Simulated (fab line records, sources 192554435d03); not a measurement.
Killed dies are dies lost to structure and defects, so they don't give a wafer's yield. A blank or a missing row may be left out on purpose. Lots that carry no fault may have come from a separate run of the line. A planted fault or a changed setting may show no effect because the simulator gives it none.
Split-lot study / flow n5 finfet / 7 lots, 21 wafers read, on a route of 1938 steps

ABOUT THE SPLIT
At N5_BEOL_M0_SAQP_ETCH_88 (etches underlayer in N2/H2, target depth 6.5 nm, time 5.2 s), the setting source w was moved away from the recipe's 840 W on 6 of the 21 wafers read, by -13.0% to +14.4%. The other wafers ran this setting at the recipe's value.

The reading comes from the split's own step.

THE READING
rf vpp V, in V, at N5_BEOL_M0_SAQP_ETCH_88 (etches underlayer in N2/H2, target depth 6.5 nm, time 5.2 s). Typical for fault-free wafers on this fab line: 524.1 V, with standard deviation 2.3 V.

wafer=L078.4; tool, chamber at the split=rie diel-04, 3; source w as run, W=961.3; against the recipe=+14.4%; rf vpp V, V=503.4; against lot-mates on the recipe=-19.6
wafer=L078.5; tool, chamber at the split=rie diel-04, 2; source w as run, W=840; against the recipe=recipe; rf vpp V, V=520.7; against lot-mates on the recipe=-
wafer=L078.6; tool, chamber at the split=rie diel-04, 3; source w as run, W=840; against the recipe=recipe; rf vpp V, V=525.3; against lot-mates on the recipe=-
wafer=L082.1; tool, chamber at the split=rie diel-06, 2; source w as run, W=840; against the recipe=recipe; rf vpp V, V=528.3; against lot-mates on the recipe=-
wafer=L082.3; tool, chamber at the split=rie diel-06, 0; source w as run, W=840; against the recipe=recipe; rf vpp V, V=526.5; against lot-mates on the recipe=-
wafer=L082.4; tool, chamber at the split=rie diel-06, 3; source w as run, W=738.4; against the recipe=-12.1%; rf vpp V, V=543.0; against lot-mates on the recipe=+15.6
wafer=L083.1; tool, chamber at the split=rie diel-04, 0; source w as run, W=840; against the recipe=recipe; rf vpp V, V=527.4; against lot-mates on the recipe=-
wafer=L083.4; tool, chamber at the split=rie diel-04, 1; source w as run, W=840; against the recipe=recipe; rf vpp V, V=527.3; against lot-mates on the recipe=-
wafer=L083.5; tool, chamber at the split=rie diel-04, 1; source w as run, W=840; against the recipe=recipe; rf vpp V, V=528.3; against lot-mates on the recipe=-
wafer=L086.2; tool, chamber at the split=rie diel-01, 0; source w as run, W=840; against the recipe=recipe; rf vpp V, V=523.4; against lot-mates on the recipe=-
wafer=L086.5; tool, chamber at the split=rie diel-01, 1; source w as run, W=840; against the recipe=recipe; rf vpp V, V=526.5; against lot-mates on the recipe=-
wafer=L086.6; tool, chamber at the split=rie diel-01, 0; source w as run, W=840; against the recipe=recipe; rf vpp V, V=523.3; against lot-mates on the recipe=-
wafer=L091.4; tool, chamber at the split=rie diel-06, 2; source w as run, W=840; against the recipe=recipe; rf vpp V, V=525.6; against lot-mates on the recipe=-
wafer=L091.5; tool, chamber at the split=rie diel-06, 2; source w as run, W=840; against the recipe=recipe; rf vpp V, V=526.1; against lot-mates on the recipe=-
wafer=L091.6; tool, chamber at the split=rie diel-06, 3; source w as run, W=840; against the recipe=recipe; rf vpp V, V=521.7; against lot-mates on the recipe=-
wafer=L095.2; tool, chamber at the split=rie diel-06, 2; source w as run, W=779.3; against the recipe=-7.2%; rf vpp V, V=541.3; against lot-mates on the recipe=+17.4
wafer=L095.3; tool, chamber at the split=rie diel-06, 1; source w as run, W=779.3; against the recipe=-7.2%; rf vpp V, V=536.0; against lot-mates on the recipe=+12.1
wafer=L095.6; tool, chamber at the split=rie diel-06, 2; source w as run, W=840; against the recipe=recipe; rf vpp V, V=523.9; against lot-mates on the recipe=-
wafer=L097.1; tool, chamber at the split=rie diel-01, 1; source w as run, W=731.2; against the recipe=-13.0%; rf vpp V, V=550.4; against lot-mates on the recipe=+25.9
wafer=L097.2; tool, chamber at the split=rie diel-01, 0; source w as run, W=731.2; against the recipe=-13.0%; rf vpp V, V=547.5; against lot-mates on the recipe=+23.0
wafer=L097.6; tool, chamber at the split=rie diel-01, 0; source w as run, W=840; against the recipe=recipe; rf vpp V, V=524.5; against lot-mates on the recipe=-

FIT RESULTS
A straight line over all 21 wafers: rf vpp V changes by -1.67 V for each +1% of source w; r = -0.97; the points scatter about the line by 2.4 V.
The same after taking each lot's own level away (the mean of its wafers on the recipe; 21 wafers): -1.63 V for each +1%; r = -0.97; scatter 2.5 V.
The reading moves by 24 V for the largest change in source w, on that fit.
Across the lots, their own levels run from 523.00 to 527.67 V, a range of 2.0 times the standard deviation given above.
Hence the lot-to-lot level has little effect on the slope; both slopes agree.
Check: with one of the wafers moved furthest among these (+14.4%) left out of the fit, the line predicts -25.3 V for it against its lot-mates. Against them it came out at -19.6 V.
Tool readings at the split's step, against how far the setting was moved: etch rf on time s r = -0.95; rf vpp V r = -0.97.

OTHER SPLITS ON THESE WAFERS
Note: prior to the reading, these wafers also went through further splits. Each is held against what the fit with the lots' levels taken away leaves over:
other split on the same wafers=N5_BEOL_M0_SAQP_COAT_08 spin rpm; wafers away from the commonest value=9; r with rf vpp V (lot level and that fit taken away)=-0.08
other split on the same wafers=N5_BEOL_M0_SAQP_COAT_34 spin rpm; wafers away from the commonest value=7; r with rf vpp V (lot level and that fit taken away)=+0.19

THE WHOLE CHAIN: every reading that the file lists as answering this split, in the file's order
step=N5_BEOL_M0_SAQP_ETCH_88; what it does=etches underlayer in N2/H2, target depth 6.5 nm, time 5.2 s; reading=etch rf on time s; change (the file's fit)=withheld for each +1% of the setting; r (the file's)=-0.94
step=N5_BEOL_M0_SAQP_ETCH_88; what it does=etches underlayer in N2/H2, target depth 6.5 nm, time 5.2 s; reading=rf vpp V; change (the file's fit)=-1.56 V for each +1% of the setting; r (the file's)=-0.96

FILE'S OWN FIT
rf vpp V changes by -1.56 V for each +1% of source w, r = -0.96.
